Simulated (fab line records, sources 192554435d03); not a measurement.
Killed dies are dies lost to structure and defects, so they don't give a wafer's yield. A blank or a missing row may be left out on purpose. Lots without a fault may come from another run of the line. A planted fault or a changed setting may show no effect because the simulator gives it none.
Chamber matching | flow n5_finfet | N5_BEOL_M12_CMP_49 on cmp-04: 4 sister chambers
The step polishes, stops on SiOC, t overpolish 20.6 s, target thk 320 nm. 16 wafers are shown with their chamber, then 8 later ones without.

WAFERS WITH THEIR CHAMBER
wafer  | chamber | overpolish_run_s (s) | motor_current_A (A) | barrier_field_endpoint_s (s)
L074.3 | 3       | 20.597               | 6.2                 | 33.0
L074.5 | 2       | 20.599               | 6.2                 | 31.2
L074.6 | 3       | 20.602               | 6.2                 | 32.4
L084.2 | 0       | 20.584               | 6.2                 | 30.9
L084.3 | 1       | 20.618               | 5.9                 | 31.9
L084.4 | 2       | 20.592               | 6.1                 | 31.3
L085.1 | 2       | 20.615               | 6.2                 | 30.0
L085.2 | 0       | 20.601               | 6.3                 | 30.2
L085.5 | 3       | 20.603               | 6.2                 | 29.6
L089.1 | 2       | 20.594               | 6.1                 | 30.9
L089.5 | 3       | 20.596               | 6.2                 | 31.0
L089.6 | 0       | 20.604               | 6.0                 | 30.7
L090.3 | 2       | 20.609               | 6.1                 | 30.6
L090.4 | 3       | 20.605               | 6.1                 | 32.2
L090.6 | 3       | 20.610               | 5.8                 | 31.6
L095.3 | 0       | 20.596               | 5.9                 | 31.1

SIGNATURES (means of the wafers above)
reading                  | chamber 0 | chamber 1 | chamber 2 | chamber 3 | scatter within a chamber
overpolish_run_s         | 20.59625  | 20.61800  | 20.60180  | 20.60217  | 0.00795
motor_current_A          | 6.100     | 5.900     | 6.140     | 6.117     | 0.142
barrier_field_endpoint_s | 30.725    | 31.900    | 30.800    | 31.633    | 0.859
Rule: a wafer's distance from a chamber is the root of the sum, over the readings, of the square of ((its reading less the chamber's mean) divided by the reading's scatter). The wafer belongs to the nearest chamber; if the next one is less than 2 further off, it can't be placed. The scatter: the root of (the sum of the squares of (reading less its chamber's mean) over the shown wafers, divided by (wafers less chambers)).

WAFERS WITHOUT THEIR CHAMBER
wafer  | overpolish_run_s (s) | motor_current_A (A) | barrier_field_endpoint_s (s)
L095.5 | 20.593               | 6.1                 | 30.3
L095.6 | 20.595               | 6.2                 | 31.7
L096.1 | 20.593               | 6.1                 | 30.7
L096.4 | 20.597               | 6.0                 | 29.8
L096.5 | 20.598               | 6.1                 | 31.2
L097.1 | 20.601               | 6.0                 | 31.0
L097.5 | 20.593               | 6.0                 | 31.2
L097.6 | 20.593               | 6.3                 | 30.8

WHICH CHAMBER EACH WENT THROUGH
wafer  | from the rows above               | in truth
L095.5 | can't be placed: 0 or 2 or 3      | 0
L095.6 | can't be placed: 3 or 0 or 2      | 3
L096.1 | can't be placed: 0 or 2 or 3      | 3
L096.4 | can't be placed: 0 or 2 or 3      | 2
L096.5 | can't be placed: 0 or 2 or 3      | 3
L097.1 | can't be placed: 0 or 2 or 3 or 1 | 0
L097.5 | can't be placed: 0 or 3 or 2      | 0
L097.6 | can't be placed: 0 or 2 or 3      | 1
Placed correctly: 0 of 8. Can't be placed from these rows: 8 (the true chamber is among the candidates in 7). Placed wrongly: 0.
